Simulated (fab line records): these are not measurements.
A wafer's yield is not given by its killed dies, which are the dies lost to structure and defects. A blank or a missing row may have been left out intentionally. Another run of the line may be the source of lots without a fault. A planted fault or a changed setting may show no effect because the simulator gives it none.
fab line records | flow n5-finfet
record lots=11 wafers=32 last-day=18
route steps=1938 shown BEOL_M2@910 PASSIVATION@1905
lots with no fault: from the same line, run without faults
start-h: hours from the record's first day to the start of the lot's first wafer shown | wait-h: hours since the lot's step before | " same as the row above | L1.1+2: a row that stands for several wafers | - no value, or no start was given | * or withheld: withheld | < > ~ a bound
route shown NAME@n: names a module that has steps shown in the file, with the first one's number in the route | usual: average and standard deviation across the fault-free wafers | same: alike in all rows | chamber/n: place in a boat | sites: the reading at each site | _std_site: the standard deviation of these | _edge_site: mean of outer sites minus mean of inner sites | radius-mm: how far each site lies from the wafer's centre | mask NAME#n: copy n | behind: the most recent tool/chamber to have shaped the wafer | hold: cause of the lot's hold/its duration in hours/its outcome | device: names the non-switching transistor (n, p or np) | end of line: the route-end tests of the same wafers | a step with no rows: only its recipe | killed: not the wafer's yield, but the dies lost to structure and defects at the first sort | map: a wafer's dies, x killed, . not, _ none there
set.NAME: setting as actually run; set.NAME@STEP: the setting as run at that earlier step | model.NAME: the simulator's own value behind a step, which no gauge read
steps of the route over a sample of lots; a table a step, a row a wafer
services: the hour from which a tool's chamber was out of use, counted from the record's first day as start-h (under 0 if before that day), plus the number of hours and why
## steps
# step N5_BEOL_M2_SPUTTER_86
# recipe material=Cu target-thk-a=45 temp-c=-20 chamber-pressure-pa=0.07 power-w=withheld time-s=8.29
# usual chuck-sensor-temp-C=-16.0/0.44 throttle-valve-pct=30.2/0.65
# columns lot.wafer tool chamber start-h wait-h chuck-sensor-temp-C throttle-valve-pct
L592.2 pvd-sputter-01 - 139.86 0.1 -15.5 30.3
L592.3 " - " " -16.1 30.4
L592.4 " - " " -16.6 29.8
L593.3 pvd-sputter-03 - 146.60 0.1 -16.2 29.7
L593.5 " - " " -15.7 30.1
L594.1 pvd-sputter-01 - 155.90 0.1 -16.4 29.7
L594.2 " - " " -15.8 29.8
L594.5 " - " " -16.6 29.9
L595.1 pvd-sputter-01 - 160.74 0.1 -16.5 29.5
L595.2 " - " " -16.3 30.4
L595.3 " - " " -15.9 29.8
L597.1 pvd-sputter-01 - 177.49 0.1 -16.2 30.2
L597.4 " - " " -15.4 30.4
L597.6 " - " " -15.4 30.5
L598.2 pvd-sputter-03 - 177.56 0.1 -15.5 29.5
L598.4 " - " " -16.0 31.7
L598.5 " - " " -15.3 29.6
L600.1 pvd-sputter-02 - 193.58 0.1 -15.8 29.6
L600.3 " - " " -16.9 30.5
L600.6 " - " " -16.1 30.2
L605.2 pvd-sputter-01 - 213.33 0.1 -16.5 29.5
L605.3 " - " " -16.2 30.3
L605.4 " - " " -15.9 29.7
L606.2 pvd-sputter-01 - 226.50 0.1 -16.0 29.6
L606.5 " - " " -15.9 29.8
L606.6 " - " " -15.4 30.1
L612.1 pvd-sputter-03 - 271.04 0.1 -15.4 30.3
L612.2 " - " " -16.2 29.4
L612.5 " - " " -16.1 29.4
L614.2 pvd-sputter-02 - 273.71 0.1 -16.2 30.1
L614.4 " - " " -16.8 30.2
L614.6 " - " " -16.1 31.6
# step N5_PASSIVATION_CD_MEAS_30
# recipe target-cd-nm=4000 landing-energy-ev=500 detector=se-inlens polarity=opening
# usual cd-nm=3999.7/2
# columns lot.wafer tool chamber start-h wait-h cd-nm
L592.2 cd-sem-01 0 265.08 - 4000.5
L592.3 " 0 " " 4000.7
L592.4 " 0 " " 4000.3
L593.3 cd-sem-02 0 267.73 - 3999.6
L593.5 " 0 " " 4000.9
L594.1 cd-sem-02 0 270.65 - 3995.6
L594.2 " 0 " " 3997.7
L594.5 " 0 " " 3998.3
L595.1 cd-sem-02 0 287.94 - 4001.4
L595.2 " 0 " " 4000.7
L595.3 " 0 " " 3997.5
L598.2 cd-sem-03 0 298.32 - 3998.3
L598.4 " 0 " " 3999.0
L598.5 " 0 " " 4000.4
L597.1 cd-sem-03 0 304.21 - 4002.5
L597.4 " 0 " " 4004.0
L597.6 " 0 " " 4001.4
L600.1 cd-sem-02 0 330.02 - 4001.1
L600.3 " 0 " " 4000.9
L600.6 " 0 " " 4001.0
L605.2 cd-sem-03 0 348.36 - 3997.4
L605.3 " 0 " " 4000.8
L605.4 " 0 " " 4001.6
L606.2 cd-sem-02 0 353.26 - 3998.1
L606.5 " 0 " " 3997.5
L606.6 " 0 " " 3997.2
L612.1 cd-sem-01 0 399.61 - 3999.5
L612.2 " 0 " " 4000.1
L612.5 " 0 " " 3999.2
L614.2 cd-sem-02 0 416.59 - 4001.7
L614.4 " 0 " " 4001.4
L614.6 " 0 " " 4001.5
# step N5_PASSIVATION_STRIP_34
# recipe chemistry=O2 power-w=600 temp-c=60 pressure-mtorr=30 rf-frequency-hz=6e+07 bias-power-w=0 overash-fraction=2 o2-flow-sccm=225
# usual drypump-motor-current-A=5.7/0.63 oes-product-au=0.81/0.063 rf-vpp-V=3.5/1.4 showerhead-plenum-p-Torr=2.06/0.076 throttle-valve-pct=16.67/0.18
# columns lot.wafer tool chamber start-h wait-h drypump-motor-current-A oes-product-au rf-hours-counter-h rf-vpp-V showerhead-plenum-p-Torr throttle-valve-pct
L592.2 rie-diel-06 3 265.77 0.1 6.7 0.88 39 3.3 2.07 16.71
L592.3 " 1 " " 4.8 0.77 122 3.5 2.00 16.61
L592.4 " 0 " " 5.2 0.82 90 2.2 2.02 16.61
L593.3 rie-diel-06 1 268.65 0.1 4.8 0.79 123 2.5 2.00 16.59
L593.5 " 1 " " 4.8 0.79 - 4.6 2.00 16.62
L594.1 rie-diel-06 0 271.34 0.1 5.2 0.84 92 6.1 2.02 16.62
L594.2 " 1 " " 4.9 0.79 124 2.6 2.00 16.68
L594.5 " 1 " " 4.8 0.79 - 4.3 2.00 16.64
L595.1 rie-diel-06 3 288.64 0.1 6.7 0.89 49 6.6 2.06 16.78
L595.2 " 0 " " 5.2 0.81 101 2.7 2.02 16.62
L595.3 " 1 " " 4.8 0.79 131 3.8 2.00 16.70
L598.2 rie-diel-04 3 299.02 0.1 5.6 0.82 110 4.4 2.05 17.01
L598.4 " 0 " " 5.5 0.71 181 3.7 1.99 16.71
L598.5 " 2 " " 5.8 0.91 - 2.5 2.04 16.41
L597.1 rie-diel-06 1 305.45 0.1 4.8 0.78 138 2.6 2.00 16.70
L597.4 " 0 " " 5.1 0.79 107 5.1 2.01 16.65
L597.6 " 1 " " 4.8 0.77 - 3.6 2.00 16.66
L600.1 rie-diel-06 3 330.77 0.1 6.7 0.88 65 2.9 2.06 16.80
L600.3 " 2 " " 5.4 0.91 12 3.8 2.22 16.50
L600.6 " 0 " " 5.2 0.79 - 5.6 2.01 16.64
L605.2 rie-diel-04 2 350.07 0.1 5.8 0.88 31 4.5 2.03 16.44
L605.3 " 0 " " 5.5 0.70 200 2.0 1.98 16.74
L605.4 " 1 " " 6.2 0.79 110 5.2 2.04 16.65
L606.2 rie-diel-06 1 353.95 0.1 4.9 0.78 154 2.2 1.99 16.70
L606.5 " 0 " " 5.1 0.79 - 4.7 2.01 16.65
L606.6 " 3 " " 6.7 0.85 - 5.4 2.05 16.81
L612.1 rie-diel-03 2 400.30 0.1 4.8 0.81 113 3.4 2.04 16.45
L612.2 " 1 " " 6.6 0.90 45 3.8 2.21 16.56
L612.5 " 1 " " 6.6 0.88 - 3.7 2.21 16.58
L614.2 rie-diel-04 2 417.28 0.1 5.9 0.85 54 0.5 2.03 16.48
L614.4 " 3 " " 5.7 0.77 152 3.2 2.03 17.10
L614.6 " 2 " " 5.9 0.85 - 3.1 2.02 16.43
# step N5_PASSIVATION_STRIP_48
# recipe chemistry=O2 power-w=600 temp-c=60 pressure-mtorr=30 rf-frequency-hz=6e+07 bias-power-w=0 overash-fraction=0.5 o2-flow-sccm=225
# usual drypump-motor-current-A=5.7/0.61 oes-product-au=0.82/0.062 rf-vpp-V=3.8/2.3 showerhead-plenum-p-Torr=2.07/0.083 throttle-valve-pct=16.66/0.2
# columns lot.wafer tool chamber start-h wait-h drypump-motor-current-A oes-product-au rf-hours-counter-h rf-vpp-V showerhead-plenum-p-Torr throttle-valve-pct
L592.2 rie-diel-04 0 267.62 0.1 5.5 0.73 168 5.6 1.99 16.72
L592.3 " 3 " " 5.7 0.81 99 1.7 2.05 16.98
L592.4 " 0 " " 5.5 0.72 - 0.2 2.00 16.67
L593.3 rie-diel-04 3 270.46 0.1 5.7 0.82 100 4.3 2.05 16.96
L593.5 " 1 " " 6.1 0.84 - 6.6 2.05 16.51
L594.1 rie-diel-03 3 273.15 0.1 6.5 0.88 57 2.2 2.21 16.42
L594.2 " 2 " " 4.8 0.88 67 9.1 2.06 16.49
L594.5 " 2 " " 4.8 0.86 - 2.9 2.06 16.37
L595.1 rie-diel-03 1 291.00 0.1 6.6 0.95 7 0 2.23 16.52
L595.2 " 0 " " 5.0 0.81 81 0 2.14 17.00
L595.3 " 3 " " 6.5 0.83 64 7.8 2.21 16.39
L598.2 rie-diel-04 2 300.83 0.1 5.9 0.92 12 4.5 2.04 16.38
L598.4 " 3 " " 5.7 0.79 111 4.2 2.05 16.98
L598.5 " 1 " " 6.1 0.84 - 0.7 2.05 16.60
L597.1 rie-diel-03 0 307.48 0.1 5.0 0.84 86 4.3 2.14 16.94
L597.4 " 1 " " 6.5 0.94 13 4.6 2.22 16.53
L597.6 " 2 " " 4.8 0.84 - 1.7 2.05 16.41
L600.1 rie-diel-06 0 332.86 0.1 5.1 0.77 116 6.5 2.01 16.67
L600.3 " 1 " " 4.8 0.77 147 0.9 2.00 16.68
L600.6 " 2 " " 5.3 0.89 - 0.6 2.23 16.40
L605.2 rie-diel-06 0 352.12 0.1 5.2 0.76 122 3.0 2.01 16.67
L605.3 " 3 " " 6.7 0.81 72 4.5 2.05 16.82
L605.4 " 1 " " 4.9 0.75 153 2.1 1.99 16.68
L606.2 rie-diel-04 1 355.67 0.1 6.1 0.78 113 4.5 2.04 16.65
L606.5 " 2 " " 5.9 0.89 - 0 2.03 16.34
L606.6 " 1 " " 6.1 0.77 - 1.5 2.04 16.63
L612.1 rie-diel-06 1 402.22 0.1 4.8 0.79 171 1.4 1.98 16.73
L612.2 " 0 " " 5.2 0.78 124 4.0 2.01 16.72
L612.5 " 1 " " 4.9 0.78 - 3.8 1.98 16.82
L614.2 rie-diel-06 1 419.09 0.1 4.8 0.78 176 2.4 1.98 16.76
L614.4 " 2 " " 5.4 0.86 43 0.8 2.21 16.51
L614.6 " 3 " " 6.7 0.85 - 5.3 2.04 16.88
# step N5_PASSIVATION_PROBE_49
# usual defect-limited-yield=91.0/1.3 killed_at_M0_to_M3=36/9.5 killed_at_M4_up=14/5.6 killed-at-contacts=12/6.4 killed-at-front-end=40/10 killed-at-other=3.2/3 killed-dies=107/15 killed-open=69/12 killed-short=35/7.7 sort_bin_5_function=5.3/0.91 sort_bin_6_memory=3.3/0.65 sort-n-pass=1073/15 sort-yield-pct=91.0/1.3
# same gross-dies=1180 killed-at-back-side=0 sort_bin_4_leakage[%]=0 sort_bin_8_speed[%]=0
# columns lot.wafer tool chamber start-h wait-h defect-limited-yield[%] killed_at_M0_to_M3 killed_at_M4_up killed-at-contacts killed-at-front-end killed-at-other killed-dies killed-open killed-short sort_bin_5_function[%] sort_bin_6_memory[%] sort-n-pass sort-yield-pct[%]
L592.2 prober-02 - 270.16 0.1 92.6 34 13 6 32 2 87 57 29 5.0 2.1 1093 92.6
L592.3 prober-02 - 270.21 0.1 91.4 35 25 14 26 2 102 63 38 4.2 4.0 1078 91.4
L592.4 prober-02 - 270.26 0.2 92.8 38 7 12 27 1 85 61 24 3.6 3.3 1095 92.8
L593.3 prober-01 - 273.09 0.1 91.6 46 12 6 35 0 99 63 36 5.8 2.3 1081 91.6
L593.5 prober-01 - 273.19 0.2 91.2 42 11 14 34 3 104 74 24 5.0 3.3 1076 91.2
L594.1 prober-02 - 275.74 0.0 88.9 53 12 27 36 3 131 79 44 6.5 3.9 1049 88.9
L594.2 prober-02 - 275.79 0.1 91.4 38 17 10 35 1 101 67 32 4.7 3.6 1079 91.4
L594.5 prober-02 - 275.94 0.2 92.3 31 8 12 38 2 91 61 29 5.2 2.3 1089 92.3
L595.1 prober-01 - 293.49 0.0 92.5 38 8 10 33 0 89 56 32 4.7 2.8 1091 92.5
L595.2 prober-01 - 293.54 0.1 89.7 55 10 11 44 2 122 72 48 6.5 3.6 1058 89.7
L595.3 prober-01 - 293.59 0.1 89.9 48 9 24 33 5 119 72 47 5.2 4.3 1061 89.9
L598.2 prober-01 - 303.37 0.1 88.0 35 27 15 60 5 142 103 33 7.4 4.1 1038 88.0
L598.4 prober-01 - 303.47 0.2 91.9 20 21 13 33 8 95 66 29 5.0 2.8 1085 91.9
L598.5 prober-01 - 303.52 0.2 91.2 24 15 16 47 2 104 70 33 5.6 2.9 1076 91.2
L597.1 prober-02 - 310.45 0.0 90.5 44 11 7 48 2 112 72 38 6.1 3.1 1068 90.5
L597.4 prober-02 - 310.60 0.2 91.6 40 11 3 44 1 99 57 41 4.5 3.4 1081 91.6
L597.6 prober-02 - 310.70 0.3 88.2 54 12 7 63 3 139 79 53 6.6 4.4 1041 88.2
L600.1 prober-02 - 335.75 0.0 92.5 29 15 2 39 3 88 64 23 4.2 2.8 1092 92.5
L600.3 prober-02 - 335.85 0.1 88.9 41 27 3 59 1 131 92 37 6.0 4.4 1049 88.9
L600.6 prober-02 - 336.00 0.3 91.4 43 8 4 46 0 101 67 33 5.3 3.1 1079 91.4
L605.2 prober-02 - 354.66 0.1 80.0 166 12 18 37 3 236 81 38 12.6 5.0 944 80.0
L605.3 prober-02 - 354.71 0.1 81.4 158 10 13 37 1 219 55 32 11.3 4.3 961 81.4
L605.4 prober-02 - 354.76 0.2 80.5 144 16 21 46 3 230 79 35 11.5 5.6 950 80.5
L606.2 prober-02 - 358.21 0.1 80.1 161 12 11 49 2 235 72 41 12.2 5.2 945 80.1
L606.5 prober-02 - 358.36 0.2 80.6 173 9 5 36 6 229 64 49 12.5 5.1 951 80.6
L606.6 prober-02 - 358.41 0.3 79.7 149 29 15 46 0 239 96 29 14.0 5.0 941 79.7
L612.1 prober-01 - 405.30 0.0 92.1 25 11 18 33 6 93 59 32 4.8 2.9 1087 92.1
L612.2 prober-01 - 405.35 0.1 91.6 36 13 5 41 4 99 60 37 4.5 3.6 1081 91.6
L612.5 prober-01 - 405.50 0.2 91.3 37 19 7 33 7 103 63 38 5.3 3.0 1077 91.3
L614.2 prober-01 - 421.63 0.1 89.7 56 12 15 38 0 121 83 35 5.7 4.2 1059 89.7
L614.4 prober-01 - 421.73 0.2 90.4 44 6 16 46 1 113 67 37 4.9 4.1 1067 90.4
L614.6 prober-01 - 421.83 0.3 91.4 31 6 13 52 0 102 64 32 5.2 2.9 1078 91.4
# killed by level:class
L592.2 BEOL_M1:geometric-particle:open=8 FIN_SAQP:geometric-particle:open=7 STI_FIN_REVEAL:geometric-particle:open=7 BEOL_M0_SAQP:geometric-particle:short=6 BEOL_M2:geometric-particle:open=6 BEOL_M4:geometric-particle:open=6 FIN_SAQP:geometric-particle:short=5 MOL_CONTACT_COAG:geometric-particle:open=5
L592.3 BEOL_M4:geometric-particle:open=13 BEOL_M2:geometric-particle:open=13 MOL_CONTACT_COAG:geometric-particle:open=10 GATE_CUT:geometric-particle:short=7 BEOL_M2:geometric-particle:short=7 BEOL_M0_SAQP:geometric-particle:short=5 MOL_CONTACT_COAG:geometric-particle:short=4 STARTING-WAFER:geometric-particle:short=4
L592.4 BEOL_M1:geometric-particle:open=15 MOL_CONTACT_COAG:geometric-particle:open=10 STI_FIN_REVEAL:geometric-particle:open=8 BEOL_M0_SAQP:geometric-particle:open=8 FIN_SAQP:geometric-particle:short=5 BEOL_M0_SAQP:geometric-particle:short=5 BEOL_M0:geometric-particle:open=4 BEOL_M4:geometric-particle:open=4
L593.3 BEOL_M0_SAQP:geometric-particle:short=15 FIN_SAQP:geometric-particle:open=11 STI_FIN_REVEAL:geometric-particle:open=9 BEOL_M0_SAQP:geometric-particle:open=8 BEOL_M3:geometric-particle:open=7 FIN_SAQP:geometric-particle:short=6 MOL_CONTACT_COAG:geometric-particle:open=6 BEOL_M1:geometric-particle:open=5
L593.5 MOL_CONTACT_COAG:geometric-particle:open=13 STI_FIN_REVEAL:geometric-particle:open=11 BEOL_M0_SAQP:geometric-particle:open=11 BEOL_M1:geometric-particle:open=9 BEOL_M0_SAQP:geometric-particle:short=8 BEOL_M2:geometric-particle:open=6 HKMG_FIN:area-etch=5 BEOL_M0:geometric-particle:open=4
L594.1 MOL_CONTACT_COAG:geometric-particle:open=21 BEOL_M2:geometric-particle:open=12 BEOL_M3:geometric-particle:open=10 BEOL_M1:geometric-particle:open=8 FIN_SAQP:geometric-particle:short=7 BEOL_M0_SAQP:geometric-particle:short=7 MOL_CONTACT_COAG:geometric-particle:short=6 BEOL_M0_SAQP:geometric-particle:open=6
L594.2 BEOL_M3:geometric-particle:open=12 FIN_SAQP:geometric-particle:open=10 BEOL_M1:geometric-particle:open=10 MOL_CONTACT_COAG:geometric-particle:open=9 FIN_SAQP:geometric-particle:short=7 BEOL_M4:geometric-particle:open=7 GATE_CUT:geometric-particle:short=5 DUMMY_GATE:geometric-particle:open=4
L594.5 MOL_CONTACT_COAG:geometric-particle:open=9 GATE_CUT:geometric-particle:open=8 BEOL_M1:geometric-particle:open=7 FIN_SAQP:geometric-particle:short=5 FIN_SAQP:geometric-particle:open=5 STI_FIN_REVEAL:geometric-particle:open=5 BEOL_M0_SAQP:geometric-particle:short=5 BEOL_M3:geometric-particle:open=5
L595.1 FIN_SAQP:geometric-particle:short=11 MOL_CONTACT_COAG:geometric-particle:open=7 BEOL_M0_SAQP:geometric-particle:open=7 BEOL_M3:geometric-particle:open=7 GATE_CUT:geometric-particle:open=6 BEOL_M2:geometric-particle:open=6 STI_FIN_REVEAL:geometric-particle:open=5 BEOL_M0_SAQP:geometric-particle:short=5
L595.2 BEOL_M0_SAQP:geometric-particle:short=17 BEOL_M0_SAQP:geometric-particle:open=13 MOL_CONTACT_COAG:geometric-particle:open=9 BEOL_M3:geometric-particle:open=9 STI_FIN_REVEAL:geometric-particle:open=8 FIN_SAQP:geometric-particle:short=7 GATE_CUT:geometric-particle:short=7 FIN_SAQP:geometric-particle:open=6
L595.3 MOL_CONTACT_COAG:geometric-particle:open=19 BEOL_M2:geometric-particle:open=15 BEOL_M0_SAQP:geometric-particle:short=9 FIN_SAQP:geometric-particle:open=8 BEOL_M0_SAQP:geometric-particle:open=6 STI_FIN_REVEAL:geometric-particle:open=5 MOL_CONTACT_COAG:geometric-particle:short=5 FIN_SAQP:geometric-particle:short=4
L598.2 STI_FIN_REVEAL:geometric-particle:open=21 BEOL_M4:geometric-particle:open=15 MOL_CONTACT_COAG:geometric-particle:open=12 BEOL_M2:geometric-particle:open=12 FIN_SAQP:geometric-particle:open=8 GATE_CUT:geometric-particle:short=8 DUMMY_GATE:geometric-particle:open=7 BEOL_M0_SAQP:geometric-particle:open=6
L598.4 BEOL_M4:geometric-particle:open=15 MOL_CONTACT_COAG:geometric-particle:open=9 STI_FIN_REVEAL:geometric-particle:open=8 BEOL_M2:geometric-particle:open=7 FIN_SAQP:geometric-particle:short=5 BEOL_M0_SAQP:geometric-particle:open=5 FIN_SAQP:geometric-particle:open=4 MOL_CONTACT_COAG:geometric-particle:short=4
L598.5 FIN_SAQP:geometric-particle:open=17 MOL_CONTACT_COAG:geometric-particle:open=14 BEOL_M2:geometric-particle:open=10 BEOL_M4:geometric-particle:open=10 GATE_CUT:geometric-particle:short=5 FIN_SAQP:geometric-particle:short=4 DUMMY_GATE:geometric-particle:open=4 BEOL_M1:geometric-particle:open=3
L597.1 BEOL_M0_SAQP:geometric-particle:open=9 FIN_SAQP:geometric-particle:open=8 BEOL_M0_SAQP:geometric-particle:short=8 BEOL_M1:geometric-particle:open=8 FIN_SAQP:geometric-particle:short=7 BEOL_M4:geometric-particle:open=7 STI_FIN_REVEAL:geometric-particle:open=6 SPACER0:geometric-particle:short=6
L597.4 BEOL_M1:geometric-particle:open=11 BEOL_M0_SAQP:geometric-particle:open=9 DUMMY_GATE:geometric-particle:short=6 GATE_CUT:geometric-particle:short=6 FIN_SAQP:geometric-particle:short=5 BEOL_M0_SAQP:geometric-particle:short=5 BEOL_M3:geometric-particle:open=5 FIN_SAQP:geometric-particle:open=4
L597.6 BEOL_M0_SAQP:geometric-particle:short=18 STI_FIN_REVEAL:geometric-particle:open=15 BEOL_M0_SAQP:geometric-particle:open=10 FIN_SAQP:geometric-particle:open=9 FIN_SAQP:geometric-particle:short=8 DUMMY_GATE:geometric-particle:open=7 BEOL_M2:geometric-particle:open=7 BEOL_M1:geometric-particle:open=6
L600.1 BEOL_M0_SAQP:geometric-particle:open=10 FIN_SAQP:geometric-particle:open=9 FIN_SAQP:geometric-particle:short=8 STI_FIN_REVEAL:geometric-particle:open=8 BEOL_M3:geometric-particle:open=8 GATE_CUT:geometric-particle:open=7 BEOL_M4:geometric-particle:open=7 BEOL_M1:geometric-particle:open=3
L600.3 BEOL_M4:geometric-particle:open=16 BEOL_M1:geometric-particle:open=15 STI_FIN_REVEAL:geometric-particle:open=14 FIN_SAQP:geometric-particle:short=12 BEOL_M3:geometric-particle:open=10 FIN_SAQP:geometric-particle:open=8 STARTING-WAFER:geometric-particle:open=7 BEOL_M0_SAQP:geometric-particle:open=6
L600.6 BEOL_M3:geometric-particle:open=13 BEOL_M0_SAQP:geometric-particle:short=10 BEOL_M1:geometric-particle:open=10 FIN_SAQP:geometric-particle:open=8 GATE_CUT:geometric-particle:short=7 GATE_CUT:geometric-particle:open=7 BEOL_M0_SAQP:geometric-particle:open=6 FIN_SAQP:geometric-particle:short=5
L605.2 BEOL_M2:unspecified=112 MOL_CONTACT_COAG:geometric-particle:open=15 BEOL_M0_SAQP:geometric-particle:open=15 BEOL_M0_SAQP:geometric-particle:short=13 BEOL_M3:geometric-particle:open=12 STI_FIN_REVEAL:geometric-particle:open=9 STI_FIN_REVEAL:geometric-particle:short=7 BEOL_M4:geometric-particle:open=6
L605.3 BEOL_M2:unspecified=125 STI_FIN_REVEAL:geometric-particle:open=11 MOL_CONTACT_COAG:geometric-particle:open=11 BEOL_M0_SAQP:geometric-particle:short=10 GATE_CUT:geometric-particle:short=6 BEOL_M1:geometric-particle:open=5 HKMG_FIN:area-etch=5 BEOL_M0_SAQP:geometric-particle:open=4
L605.4 BEOL_M2:unspecified=109 MOL_CONTACT_COAG:geometric-particle:open=14 STI_FIN_REVEAL:geometric-particle:open=13 BEOL_M3:geometric-particle:open=13 MOL_CONTACT_COAG:geometric-particle:short=7 BEOL_M4:geometric-particle:open=7 STARTING-WAFER:geometric-particle:open=6 DUMMY_GATE:geometric-particle:open=5
L606.2 BEOL_M2:unspecified=119 BEOL_M2:geometric-particle:open=13 FIN_SAQP:geometric-particle:open=11 FIN_SAQP:geometric-particle:short=10 BEOL_M0_SAQP:geometric-particle:short=10 MOL_CONTACT_COAG:geometric-particle:open=10 BEOL_M0_SAQP:geometric-particle:open=10 BEOL_M4:geometric-particle:open=9
L606.5 BEOL_M2:unspecified=115 FIN_SAQP:geometric-particle:short=13 BEOL_M0_SAQP:geometric-particle:short=13 BEOL_M2:geometric-particle:open=12 BEOL_M1:geometric-particle:open=9 BEOL_M0_SAQP:geometric-particle:open=7 DUMMY_GATE:geometric-particle:open=5 MOL_CONTACT_COAG:geometric-particle:open=5
L606.6 BEOL_M2:unspecified=112 BEOL_M4:geometric-particle:open=15 FIN_SAQP:geometric-particle:open=12 BEOL_M2:geometric-particle:open=12 FIN_SAQP:geometric-particle:short=10 STI_FIN_REVEAL:geometric-particle:open=10 MOL_CONTACT_COAG:geometric-particle:open=10 BEOL_M1:geometric-particle:open=10
L612.1 MOL_CONTACT_COAG:geometric-particle:open=15 GATE_CUT:geometric-particle:short=10 BEOL_M0_SAQP:geometric-particle:open=10 GATE_CUT:geometric-particle:open=7 BEOL_M0_SAQP:geometric-particle:short=5 BEOL_M4:geometric-particle:open=4 STI_FIN_REVEAL:geometric-particle:open=3 SPACER0:geometric-particle:open=3
L612.2 FIN_SAQP:geometric-particle:open=13 BEOL_M0_SAQP:geometric-particle:open=10 BEOL_M0_SAQP:geometric-particle:short=9 GATE_CUT:geometric-particle:short=5 MOL_CONTACT_COAG:geometric-particle:open=5 BEOL_M4:geometric-particle:open=5 SPACER0:geometric-particle:open=4 BEOL_M1:geometric-particle:short=4
L612.5 DUMMY_GATE:geometric-particle:open=9 BEOL_M4:geometric-particle:open=9 BEOL_M0_SAQP:geometric-particle:short=8 BEOL_M2:geometric-particle:open=6 FIN_SAQP:geometric-particle:open=5 BEOL_M1:geometric-particle:open=5 BEOL_M3:geometric-particle:open=5 STARTING-WAFER:geometric-particle:open=5
L614.2 BEOL_M0_SAQP:geometric-particle:open=17 MOL_CONTACT_COAG:geometric-particle:open=14 BEOL_M0_SAQP:geometric-particle:short=12 BEOL_M2:geometric-particle:open=10 DUMMY_GATE:geometric-particle:open=7 BEOL_M5:geometric-particle:open=7 FIN_SAQP:geometric-particle:open=6 GATE_CUT:geometric-particle:short=6
L614.4 STI_FIN_REVEAL:geometric-particle:open=15 MOL_CONTACT_COAG:geometric-particle:open=11 BEOL_M0_SAQP:geometric-particle:short=8 BEOL_M2:geometric-particle:open=7 BEOL_M0_SAQP:geometric-particle:open=7 HKMG_FIN:area-etch=7 FIN_SAQP:geometric-particle:short=6 BEOL_M1:geometric-particle:open=6
L614.6 MOL_CONTACT_COAG:geometric-particle:open=12 FIN_SAQP:geometric-particle:open=10 DUMMY_GATE:geometric-particle:open=9 BEOL_M0_SAQP:geometric-particle:short=8 FIN_SAQP:geometric-particle:short=7 BEOL_M0_SAQP:geometric-particle:open=7 BEOL_M0:geometric-particle:open=6 HKMG_FIN:area-etch=5
## services
# columns tool chamber start-h hours kind
rie-diel-04 1 120.81 9.9 repair
rie-diel-06 3 135.20 - clean
rie-diel-06 3 135.20 - consumable-replace:focus-ring
rie-diel-06 3 135.20 16.4 scheduled-down
rie-diel-06 3 135.20 16.4 vent-cycle
rie-diel-04 0 148.13 8.1 repair
pvd-sputter-03 - 149.66 0.9 repair
rie-diel-04 2 239.29 - clean
rie-diel-04 2 239.29 - consumable-replace:focus-ring
rie-diel-04 2 239.29 25.0 scheduled-down
rie-diel-04 2 239.29 25.0 vent-cycle
rie-diel-03 1 241.09 - clean
rie-diel-06 2 243.08 8.3 repair
pvd-sputter-01 - 265.37 5.6 repair
rie-diel-06 2 268.31 - clean
rie-diel-06 2 268.31 - consumable-replace:focus-ring
rie-diel-06 2 268.31 - consumable-replace:showerhead
rie-diel-04 3 281.53 2.6 repair
rie-diel-04 - 311.41 0.7 repair
pvd-sputter-02 - 350.92 15.4 repair
rie-diel-06 0 356.03 43.4 repair
pvd-sputter-01 - 363.81 5.6 repair
pvd-sputter-02 - 366.68 18.9 repair
rie-diel-03 0 388.66 19.8 repair
## key
first-sign step=N5_PASSIVATION_PROBE_49 reading=killed_at_M0_to_M3 direction=up sigmas=13 usual=36 struck=158
effect step=N5_PASSIVATION_PROBE_49 reading=defect-limited-yield direction=down sigmas=8.1 usual=91.0 struck=80.4
more-kills-born-at N5_BEOL_M2_SPUTTER_86@pvd-sputter-01=692
met-at N5_BEOL_M2_SPUTTER_86
struck-lots L605,L606
not-acting-at N5_PASSIVATION_CD_MEAS_30,N5_PASSIVATION_STRIP_34,N5_PASSIVATION_STRIP_48
onset-between 177.49 213.33
fault kind=chamber-particle-source tool=pvd-sputter-01 chamber=- onset-h=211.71 steps=N5_BEOL_M2_SPUTTER_86 rate-per-visit-cm2=0.76114 end-h=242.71
